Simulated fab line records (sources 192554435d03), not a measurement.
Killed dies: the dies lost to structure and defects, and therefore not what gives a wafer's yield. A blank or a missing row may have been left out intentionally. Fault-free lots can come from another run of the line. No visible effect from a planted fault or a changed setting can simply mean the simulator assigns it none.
Chamber matching ; flow n5-finfet ; 4 sister chambers for N5_SD_EPI_P_ETCH_37 on rie-diel-03
The step etches SOC in N2/H2, overetch 108 nm, time 486 s. 14 wafers are shown with their chamber, then 7 later ones without.

WAFERS PAIRED WITH THEIR CHAMBERS
wafer;chamber;showerhead-plenum-p-Torr (Torr);throttle-valve-pct (%);oes-product-au (a.u.)
L077.2;1;2.34;23.29;0.72
L077.3;0;2.52;23.28;0.67
L077.6;2;2.54;24.30;0.69
L078.2;3;2.53;24.11;0.65
L078.5;3;2.53;24.11;0.65
L078.6;2;2.54;24.29;0.69
L079.3;0;2.52;23.28;0.67
L079.4;1;2.34;23.31;0.72
L079.6;2;2.54;24.30;0.69
L084.1;3;2.52;24.13;0.65
L084.2;0;2.52;23.31;0.66
L084.5;2;2.54;24.32;0.68
L086.1;1;2.34;23.34;0.71
L086.4;1;2.34;23.34;0.71

SIGNATURES (averages over the wafers above)
reading;chamber 0;chamber 1;chamber 2;chamber 3;scatter within a chamber
showerhead-plenum-p-Torr;2.5200;2.3400;2.5400;2.5267;0.00258
throttle-valve-pct;23.2900;23.3200;24.3025;24.1167;0.0177
oes-product-au;0.6667;0.7150;0.6875;0.6500;0.00492
Rule: a wafer's distance from a chamber is the root of the sum, over the readings, of the square of ((its reading less the chamber's mean) divided by the reading's scatter). The wafer belongs to the nearest chamber; if the next one is less than 2 further off, it can't be placed. The scatter: the root of (the sum of the squares of (reading less its chamber's mean) over the shown wafers, divided by (wafers less chambers)).

WAFERS WITHOUT THEIR CHAMBER
wafer;showerhead-plenum-p-Torr (Torr);throttle-valve-pct (%);oes-product-au (a.u.)
L086.5;2.52;24.13;0.64
L089.1;2.34;23.35;0.71
L089.2;2.52;23.31;0.67
L089.5;2.52;23.32;0.66
L092.1;2.33;23.34;0.70
L092.3;2.51;23.32;0.66
L092.5;2.33;23.31;0.70

WHICH CHAMBER EACH WENT THROUGH
wafer;from the rows above;in truth
L086.5;3;3
L089.1;1;1
L089.2;0;0
L089.5;0;0
L092.1;1;1
L092.3;0;0
L092.5;1;1
Placed correctly: 7 of 7. Left unplaced by these rows: 0. Placed wrongly: 0.
